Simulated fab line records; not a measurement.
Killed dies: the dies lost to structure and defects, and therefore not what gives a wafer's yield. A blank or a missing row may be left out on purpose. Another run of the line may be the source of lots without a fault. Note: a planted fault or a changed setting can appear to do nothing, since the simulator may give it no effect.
fab line records | flow nand_harc
record: lots: 5 | wafers: 15 | last_day: 24
route steps=1159 shown P_ZERO_WELL@44 END@1159
lots that met no fault: from a run of the same line without faults
start_h: hours from the record's opening day to when the first of the lot's shown wafers began | wait_h: hours elapsed since this lot's preceding step | " identical to the entry in the row above | L1.1+2: one row covering several wafers at once | - value missing, or start not given | * or withheld: withheld | < > ~ a bound
route shown NAME@n: names a module that has steps shown in the file, with the first one's number in the route | usual: mean/standard deviation taken from wafers without a fault | same: alike in all rows | chamber/n: place in a boat | sites: per-site readings | _std_site: their standard deviation | _edge_site: inner sites' mean taken away from outer sites' mean | radius_mm: how far each site lies from the wafer's centre | mask NAME#n: copy n | behind: the tool/chamber that last shaped the wafer | hold: the reason the lot was held/the length of the hold in hours/how it ended | device: the transistor (n, p or np) that didn't switch | end of line: at the end of the route, the tests of the same wafers | a step with no rows: only its recipe | killed: dies lost to structure and defects at the first sort, not the wafer's yield | map: dies across one wafer; x = killed, . = not, _ = none there
set.NAME: setting as actually run; set.NAME@STEP: the setting as run at that earlier step | model.NAME: the simulator's own value behind a step, which no gauge read
lots at selected steps of the route; one table per step, one row per wafer
services: a tool's chamber out of use, with start hour (start_h, from the record's first day; less than 0 if before it), hours out, and reason
== steps ==
step: NHARC_P_ZERO_WELL_CD_MEAS_37
recipe: target_cd_nm: 720 | landing_energy_ev: 500
usual: cd_nm: 718.7/2.4
lot.wafer | tool      | chamber | start_h | wait_h | cd_nm
L123.3    | cd_sem-01 | 0       | 40.11   | -      | 720.3
L123.5    | "         | 0       | "       | "      | 725.3
L123.6    | "         | 0       | "       | "      | 717.9
L132.1    | cd_sem-02 | 0       | 93.99   | -      | 721.7
L132.5    | "         | 0       | "       | "      | 716.2
L132.6    | "         | 0       | "       | "      | 718.4
L133.2    | cd_sem-03 | 0       | 101.41  | -      | 718.4
L133.5    | "         | 0       | "       | "      | 719.7
L133.6    | "         | 0       | "       | "      | 719.7
L136.2    | cd_sem-02 | 0       | 118.11  | -      | 717.6
L136.4    | "         | 0       | "       | "      | 718.3
L136.6    | "         | 0       | "       | "      | 720.7
L137.1    | cd_sem-03 | 0       | 124.40  | -      | 717.9
L137.3    | "         | 0       | "       | "      | 717.2
L137.6    | "         | 0       | "       | "      | 720.5
step: NHARC_P_ZERO_WELL_HARDBAKE_38
recipe: temp_c: 125 | time_s: 80
step: NHARC_P_ZERO_WELL_DESCUM_39
recipe: time_s: 3 | o2_flow_sccm: 200 | ar_flow_sccm: 0 | bias_power_w: 0 | chemistry: O2
usual: drypump_motor_current_A: 5.76/0.27 | oes_product_au: 1.002/0.015 | rf_vpp_V: 57.8/0.85 | showerhead_plenum_p_Torr: 1.94/0.091 | throttle_valve_pct: 11.312/0.0094
lot.wafer | tool        | chamber | start_h | wait_h | drypump_motor_current_A | oes_product_au | rf_hours_counter_h | rf_vpp_V | showerhead_plenum_p_Torr | throttle_valve_pct
L123.3    | rie_diel-07 | 0       | 40.29   | -      | 5.62                    | 1.001          | 11                 | 58.0     | 1.91                     | 11.300
L123.5    | "           | 2       | "       | "      | 6.06                    | 1.006          | -                  | 57.2     | 1.93                     | 11.292
L123.6    | "           | 3       | "       | "      | 6.27                    | 1.013          | -                  | 57.0     | 1.79                     | 11.313
L132.1    | rie_diel-09 | 0       | 94.19   | -      | 5.81                    | 1.026          | 0                  | 58.3     | 2.06                     | 11.323
L132.6    | "           | 1       | "       | "      | 5.63                    | 1.004          | -                  | 57.9     | 1.84                     | 11.322
L132.5    | "           | 2       | "       | "      | 5.71                    | 0.988          | -                  | 57.0     | 1.86                     | 11.293
L133.2    | rie_diel-01 | 0       | 101.57  | -      | 6.07                    | 1.004          | 9                  | 58.9     | 2.01                     | 11.314
L133.6    | "           | 0       | "       | "      | 6.08                    | 0.996          | -                  | 59.2     | 2.01                     | 11.315
L133.5    | "           | 1       | "       | "      | 5.38                    | 0.998          | -                  | 59.1     | 1.96                     | 11.315
L136.2    | rie_diel-01 | 0       | 118.30  | -      | 6.05                    | 0.996          | 10                 | 57.8     | 2.01                     | 11.317
L136.4    | "           | 1       | "       | "      | 5.38                    | 0.970          | 8                  | 58.6     | 1.96                     | 11.313
L136.6    | "           | 0       | "       | "      | 6.09                    | 0.980          | -                  | 57.5     | 2.01                     | 11.323
L137.3    | rie_diel-07 | 3       | 124.57  | -      | 6.26                    | 1.015          | 4                  | 57.3     | 1.79                     | 11.312
L137.1    | "           | 0       | "       | "      | 5.63                    | 1.007          | 5                  | 58.0     | 1.91                     | 11.303
L137.6    | "           | 1       | "       | "      | 5.95                    | 1.014          | -                  | 57.1     | 1.84                     | 11.322
step: NHARC_P_ZERO_WELL_IMPLANT_40
recipe: energy_kev: 300 | dose_cm2: 1e+13 | tilt_deg: 7
step: NHARC_P_ZERO_WELL_IMPLANT_59
recipe: energy_kev: 120 | dose_cm2: 5e+12 | tilt_deg: 7
step: NHARC_P_ZERO_WELL_IMPLANT_60
recipe: energy_kev: 30 | dose_cm2: 2e+12 | tilt_deg: 7
step: NHARC_P_ZERO_WELL_STRIP_41
recipe: time_s: 840 | temp_c: 130 | chemistry: SPM
step: NHARC_P_ZERO_WELL_DEHYDRATE_44
recipe: temp_c: 150 | time_s: 120
step: NHARC_P_ZERO_WELL_HMDS_45
recipe: time_s: 30
step: NHARC_P_ZERO_WELL_COAT_46
recipe: spin_rpm: withheld
step: NHARC_P_ZERO_WELL_SOFTBAKE_47
recipe: temp_c: 122 | time_s: 95
step: NHARC_P_ZERO_WELL_EBR_48
step: NHARC_P_ZERO_WELL_EXPOSE_49
recipe: na: 0.6 | target_cd_nm: 2000 | dose_mj: 22.64 | mask_id: P_HVPW
lot.wafer  | tool           | chamber | start_h | wait_h | mask
L123.3+5+6 | krf_scanner-01 | 0       | 41.60   | -      | P_HVPW_R1#0
L132.1+5+6 | krf_scanner-03 | 0       | 95.47   | -      | P_HVPW#0
L133.2+5+6 | krf_scanner-04 | 0       | 102.91  | -      | P_HVPW#0
L136.2+4+6 | krf_scanner-04 | 0       | 119.62  | -      | P_HVPW#0
L137.1+3+6 | krf_scanner-01 | 0       | 125.93  | -      | P_HVPW#0
step: NHARC_P_ZERO_WELL_PEB_50
recipe: peb_temp_c: 118 | peb_time_s: 85
step: NHARC_P_ZERO_WELL_DEVELOP_51
recipe: time_s: 70
step: NHARC_P_ZERO_WELL_CD_MEAS_52
recipe: target_cd_nm: 2000 | landing_energy_ev: 500
usual: cd_nm: 1999.9/2.5
lot.wafer | tool      | chamber | start_h | wait_h | cd_nm
L123.3    | cd_sem-02 | 0       | 41.75   | -      | 1852.6
L123.5    | "         | 0       | "       | "      | 1853.2
L123.6    | "         | 0       | "       | "      | 1852.9
L132.1    | cd_sem-01 | 0       | 95.63   | -      | 2001.2
L132.5    | "         | 0       | "       | "      | 2002.9
L132.6    | "         | 0       | "       | "      | 1998.0
L133.2    | cd_sem-02 | 0       | 103.07  | -      | 1996.9
L133.5    | "         | 0       | "       | "      | 1999.0
L133.6    | "         | 0       | "       | "      | 2001.2
L136.2    | cd_sem-01 | 0       | 119.77  | -      | 2001.9
L136.4    | "         | 0       | "       | "      | 1999.1
L136.6    | "         | 0       | "       | "      | 2000.1
L137.1    | cd_sem-01 | 0       | 126.08  | -      | 2000.5
L137.3    | "         | 0       | "       | "      | 2001.3
L137.6    | "         | 0       | "       | "      | 2003.4
step: NHARC_P_ZERO_WELL_HARDBAKE_53
recipe: temp_c: 125 | time_s: 80
step: NHARC_P_ZERO_WELL_DESCUM_54
recipe: time_s: 3 | o2_flow_sccm: 200 | ar_flow_sccm: 0 | bias_power_w: 0 | chemistry: O2
usual: drypump_motor_current_A: 5.81/0.3 | oes_product_au: 1.002/0.012 | rf_vpp_V: 57.9/0.81 | showerhead_plenum_p_Torr: 1.93/0.09 | throttle_valve_pct: 11.312/0.009
lot.wafer | tool        | chamber | start_h | wait_h | drypump_motor_current_A | oes_product_au | rf_hours_counter_h | rf_vpp_V | showerhead_plenum_p_Torr | throttle_valve_pct | model.P_ZERO_WELL.cd_nm
L123.3    | rie_diel-07 | 1       | 41.93   | -      | 5.98                    | 1.007          | 12                 | 57.3     | 1.84                     | 11.308             | 1852
L123.6    | "           | 3       | "       | "      | 6.28                    | 1.010          | -                  | 57.0     | 1.79                     | 11.314             | 1852
L123.5    | "           | 0       | "       | "      | 5.63                    | 0.994          | -                  | 58.1     | 1.91                     | 11.298             | 1854
L132.1    | rie_diel-01 | 1       | 95.79   | -      | 5.39                    | 1.002          | 8                  | 58.5     | 1.96                     | 11.305             | 2001
L132.5    | "           | 1       | "       | "      | 5.37                    | 1.002          | -                  | 57.5     | 1.96                     | 11.310             | 2003
L132.6    | "           | 0       | "       | "      | 6.06                    | 1.002          | -                  | 58.7     | 2.01                     | 11.296             | 1997
L133.2    | rie_diel-01 | 2       | 103.24  | -      | 6.01                    | 0.975          | 8                  | 57.8     | 2.03                     | 11.318             | 1996
L133.6    | "           | 1       | "       | "      | 5.39                    | 0.999          | -                  | 59.0     | 1.96                     | 11.309             | 2002
L133.5    | "           | 2       | "       | "      | 6.04                    | 0.969          | -                  | 58.9     | 2.03                     | 11.325             | 1998
L136.2    | rie_diel-07 | 0       | 119.95  | -      | 5.63                    | 1.001          | 4                  | 56.7     | 1.91                     | 11.303             | 2003
L136.6    | "           | 0       | "       | "      | 5.63                    | 1.005          | -                  | 58.4     | 1.91                     | 11.309             | 2002
L136.4    | "           | 2       | "       | "      | 6.06                    | 0.999          | -                  | 58.0     | 1.93                     | 11.324             | 1998
L137.1    | rie_diel-01 | 3       | 126.25  | -      | 5.84                    | 0.999          | 12                 | 58.3     | 1.91                     | 11.293             | 2000
L137.3    | "           | 0       | "       | "      | 6.08                    | 1.006          | 10                 | 59.4     | 2.01                     | 11.318             | 2000
L137.6    | "           | 3       | "       | "      | 5.86                    | 1.007          | -                  | 57.7     | 1.91                     | 11.313             | 2004
step: NHARC_P_ZERO_WELL_IMPLANT_55
recipe: energy_kev: 180 | dose_cm2: 8e+11 | tilt_deg: 7
step: NHARC_END_SORT_01
recipe: temp_c: 25
usual: killed_at_array: 24/8.7 | killed_at_other: 0.8/1.2 | killed_at_periphery: 3.6/2.3 | killed_dies: 28/8.9 | killed_open: 3.2/1.9 | killed_short: 2.0/1.6
same: gross_dies: 677
lot.wafer | tool      | chamber | start_h | wait_h | killed_at_array | killed_at_other | killed_at_periphery | killed_dies | killed_open | killed_short
L123.3    | prober-01 | 0       | 481.69  | 3.1    | 10              | 0               | 9                   | 19          | 3           | 3
L123.5    | prober-01 | 0       | 483.29  | 3.7    | 12              | 0               | 7                   | 19          | 5           | 1
L123.6    | prober-01 | 0       | 484.09  | 4.0    | 9               | 0               | 2                   | 11          | 3           | 2
L133.2    | prober-01 | 0       | 554.72  | 2.8    | 38              | 0               | 3                   | 41          | 3           | 1
L133.5    | prober-01 | 0       | 557.08  | 3.6    | 47              | 0               | 1                   | 48          | 4           | 2
L133.6    | prober-01 | 0       | 557.87  | 3.9    | 38              | 0               | 2                   | 40          | 8           | 0
L137.1    | prober-01 | 0       | 569.54  | 2.5    | 13              | 0               | 4                   | 17          | 4           | 1
L137.3    | prober-01 | 0       | 571.14  | 3.1    | 17              | 0               | 6                   | 23          | 5           | 0
L137.6    | prober-01 | 0       | 573.54  | 4.0    | 13              | 1               | 5                   | 19          | 0           | 3
killed by level:class
L123.3 P_STI:chamber_film_flake=5 A_STAIRCASE:chamber_film_flake=5 A_CHANNEL_HOLE_D1:chamber_film_flake=2 P_GATE:geometric_particle:short=1 P_CONTACT:geometric_particle:open=1 P_CONTACT:geometric_particle:short=1 P_M0:geometric_particle:open=1 A_CONTACT:geometric_particle:open=1
L123.5 A_STAIRCASE:chamber_film_flake=5 P_M0:geometric_particle:open=2 A_CONTACT:chamber_film_flake=2 P_M2:geometric_particle:short=1 P_M2:geometric_particle:open=1 A_CONTACT:geometric_particle:open=1 A_M1:geometric_particle:open=1 P_STI:chamber_film_flake=1
L123.6 A_CONTACT:geometric_particle:open=2 A_CHANNEL_HOLE_D1:chamber_film_flake=2 P_M0:geometric_particle:short=1 A_M1:geometric_particle:short=1 A_M1:geometric_particle:open=1 P_STI:chamber_film_flake=1 A_STAIRCASE:chamber_film_flake=1 A_SLIT:chamber_film_flake=1
L133.2 A_CHANNEL_HOLE_D1:chamber_film_flake=17 A_SLIT:chamber_film_flake=14 A_CONTACT:chamber_film_flake=3 P_GATE:chamber_film_flake=2 A_ONON_D1:geometric_particle:short=1 A_CHANNEL_FILL_D1:geometric_particle:open=1 A_SGD_CUT:geometric_particle:open=1 A_CONTACT:geometric_particle:open=1
L133.5 A_SLIT:chamber_film_flake=19 A_CHANNEL_HOLE_D1:chamber_film_flake=17 A_CONTACT:chamber_film_flake=4 P_M0:geometric_particle:open=1 A_CHANNEL_HOLE_D1:geometric_particle:short=1 A_CHANNEL_FILL_D1:geometric_particle:open=1 A_WL_FILL:geometric_particle:open=1 A_BLC:geometric_particle:open=1
L133.6 A_SLIT:chamber_film_flake=15 A_CHANNEL_HOLE_D1:chamber_film_flake=12 A_CONTACT:chamber_film_flake=4 A_ONON_D1:geometric_particle:open=2 A_CONTACT:geometric_particle:open=2 P_M0:geometric_particle:open=1 P_M1:geometric_particle:open=1 A_WL_FILL:geometric_particle:open=1
L137.1 A_CHANNEL_HOLE_D1:chamber_film_flake=4 A_CHANNEL_FILL_D1:chamber_film_flake=3 A_BLC:chamber_film_flake=3 P_CONTACT:geometric_particle:open=1 P_M0:geometric_particle:open=1 A_ONON_D1:geometric_particle:open=1 A_WL_FILL:geometric_particle:short=1 A_BLC:geometric_particle:open=1
L137.3 A_CHANNEL_HOLE_D1:chamber_film_flake=12 A_CONTACT:geometric_particle:open=3 P_M0:chamber_film_flake=3 P_M2:geometric_particle:open=1 A_SGD_CUT:geometric_particle:open=1 P_ZERO_WELL:chamber_film_flake=1 P_BONDPAD:chamber_film_flake=1 A_WL_FILL:chamber_film_flake=1
L137.6 A_CHANNEL_HOLE_D1:chamber_film_flake=7 P_STI:chamber_film_flake=2 P_GATE:chamber_film_flake=2 A_CONTACT:chamber_film_flake=2 A_CHANNEL_HOLE_D1:geometric_particle:short=1 A_WL_FILL:geometric_particle:short=1 A_M0:geometric_particle:short=1 P_M2:chamber_film_flake=1
== services ==
tool           | chamber | start_h | hours | kind
rie_diel-01    | 0       | 18.82   | -     | clean
rie_diel-01    | 1       | 18.82   | -     | clean
rie_diel-01    | 2       | 18.82   | -     | clean
rie_diel-01    | 3       | 18.82   | -     | clean
krf_scanner-04 | -       | 27.53   | 0.4   | repair
rie_diel-01    | 2       | 34.16   | 6.6   | repair
krf_scanner-03 | -       | 37.62   | 0.5   | repair
rie_diel-09    | 1       | 42.56   | 4.5   | repair
rie_diel-07    | 3       | 43.39   | 5.4   | repair
rie_diel-01    | 2       | 43.56   | 7.0   | repair
krf_scanner-03 | -       | 49.36   | 4.2   | repair
rie_diel-07    | -       | 51.20   | 9.0   | pm
krf_scanner-04 | -       | 56.90   | 0.2   | repair
rie_diel-07    | 0       | 76.63   | 3.3   | repair
rie_diel-09    | -       | 77.10   | 9.0   | pm
krf_scanner-03 | -       | 78.67   | 0.6   | repair
krf_scanner-01 | -       | 84.00   | 4.0   | pm
rie_diel-01    | 2       | 95.14   | 6.2   | repair
rie_diel-07    | 3       | 100.00  | 7.4   | repair
krf_scanner-03 | -       | 106.50  | 0.4   | repair
rie_diel-07    | 1       | 109.51  | 13.7  | repair
rie_diel-07    | 0       | 112.30  | 3.6   | repair
rie_diel-07    | 2       | 123.05  | 2.3   | repair
krf_scanner-04 | -       | 126.00  | 4.0   | pm
== key ==
first_sign: step: NHARC_P_ZERO_WELL_EXPOSE_49 | reading: mask | direction: changed
effect: step: NHARC_P_ZERO_WELL_CD_MEAS_52 | reading: cd_nm | direction: down | sigmas: 58 | usual: 1999.9 | struck: 1852.9
model_effect: step: NHARC_P_ZERO_WELL_DESCUM_54 | value: P_ZERO_WELL.cd_nm | without: 2001 | struck: 1853
met_at NHARC_P_ZERO_WELL_EXPOSE_49
struck_wafers L123.3,L123.5,L123.6
tester_left_out L123
fault: kind: wrong_mask | tool: any | chamber: - | onset_h: 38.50 | steps: NHARC_P_ZERO_WELL_EXPOSE_49 | aux_copy: P_HVPW_R1#0 | cd_offset_nm: -147.93 | scope: struck_lots_only
tester_left_out: of these lots the tester's yield and bins aren't shown, on N5 and GAA mostly nor the transistor test; their killed dies are dies lost to structure and defects alone, not to doping, threshold or leakage, so they don't give the yield
